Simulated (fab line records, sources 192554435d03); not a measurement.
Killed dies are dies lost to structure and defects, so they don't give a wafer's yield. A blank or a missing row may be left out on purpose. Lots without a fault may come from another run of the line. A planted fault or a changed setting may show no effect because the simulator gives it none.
Chamber matching | flow n5_finfet | N5_BEOL_M10_ETCH_62 on rie_diel-02: 4 sister chambers
The step etches SOC in N2/H2, target depth 110 nm, overetch 22 nm, time 165 s. 18 wafers are shown with their chamber, then 9 later ones without.

WAFERS WITH THEIR CHAMBER
wafer  | chamber | drypump_motor_current_A (A) | throttle_valve_pct (%) | showerhead_plenum_p_Torr (Torr)
L075.1 | 0       | 5.6                         | 17.78                  | 2.45
L075.2 | 3       | 6.1                         | 17.72                  | 2.55
L075.3 | 2       | 6.0                         | 18.28                  | 2.53
L077.4 | 2       | 6.0                         | 18.31                  | 2.53
L077.5 | 1       | 6.1                         | 17.73                  | 2.54
L077.6 | 0       | 5.6                         | 17.79                  | 2.44
L080.1 | 3       | 6.1                         | 17.76                  | 2.55
L080.4 | 0       | 5.6                         | 17.81                  | 2.44
L080.5 | 0       | 5.6                         | 17.80                  | 2.44
L083.2 | 2       | 5.9                         | 18.33                  | 2.52
L083.5 | 1       | 6.1                         | 17.76                  | 2.53
L083.6 | 0       | 5.6                         | 17.83                  | 2.44
L084.1 | 2       | 5.9                         | 18.32                  | 2.52
L084.3 | 0       | 5.6                         | 17.82                  | 2.44
L084.6 | 0       | 5.6                         | 17.84                  | 2.44
L087.2 | 2       | 6.0                         | 18.31                  | 2.52
L087.3 | 0       | 5.6                         | 17.81                  | 2.44
L087.6 | 1       | 6.1                         | 17.77                  | 2.53

SIGNATURES (means of the wafers above)
reading                  | chamber 0 | chamber 1 | chamber 2 | chamber 3 | scatter within a chamber
drypump_motor_current_A  | 5.600     | 6.100     | 5.960     | 6.100     | 0.0293
throttle_valve_pct       | 17.8100   | 17.7533   | 18.3100   | 17.7400   | 0.0205
showerhead_plenum_p_Torr | 2.4413    | 2.5333    | 2.5240    | 2.5500    | 0.00443
Rule: a wafer's distance from a chamber is the root of the sum, over the readings, of the square of ((its reading less the chamber's mean) divided by the reading's scatter). The wafer belongs to the nearest chamber; if the next one is less than 2 further off, it can't be placed. The scatter: the root of (the sum of the squares of (reading less its chamber's mean) over the shown wafers, divided by (wafers less chambers)).

WAFERS WITHOUT THEIR CHAMBER
wafer  | drypump_motor_current_A (A) | throttle_valve_pct (%) | showerhead_plenum_p_Torr (Torr)
L090.1 | 5.6                         | 17.84                  | 2.43
L090.2 | 6.2                         | 17.77                  | 2.53
L090.6 | 6.1                         | 17.76                  | 2.53
L088.2 | 6.1                         | 17.79                  | 2.54
L088.4 | 5.7                         | 17.85                  | 2.43
L088.6 | 5.9                         | 18.34                  | 2.52
L095.2 | 5.6                         | 17.86                  | 2.43
L095.5 | 5.9                         | 18.36                  | 2.51
L095.6 | 6.1                         | 17.81                  | 2.53

WHICH CHAMBER EACH WENT THROUGH
wafer  | from the rows above     | in truth
L090.1 | 0                       | 0
L090.2 | 1                       | 1
L090.6 | 1                       | 1
L088.2 | can't be placed: 1 or 3 | 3
L088.4 | 0                       | 0
L088.6 | 2                       | 2
L095.2 | 0                       | 0
L095.5 | 2                       | 2
L095.6 | 1                       | 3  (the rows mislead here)
Placed correctly: 7 of 9. Can't be placed from these rows: 1 (the true chamber is among the candidates in 1). Placed wrongly: 1.
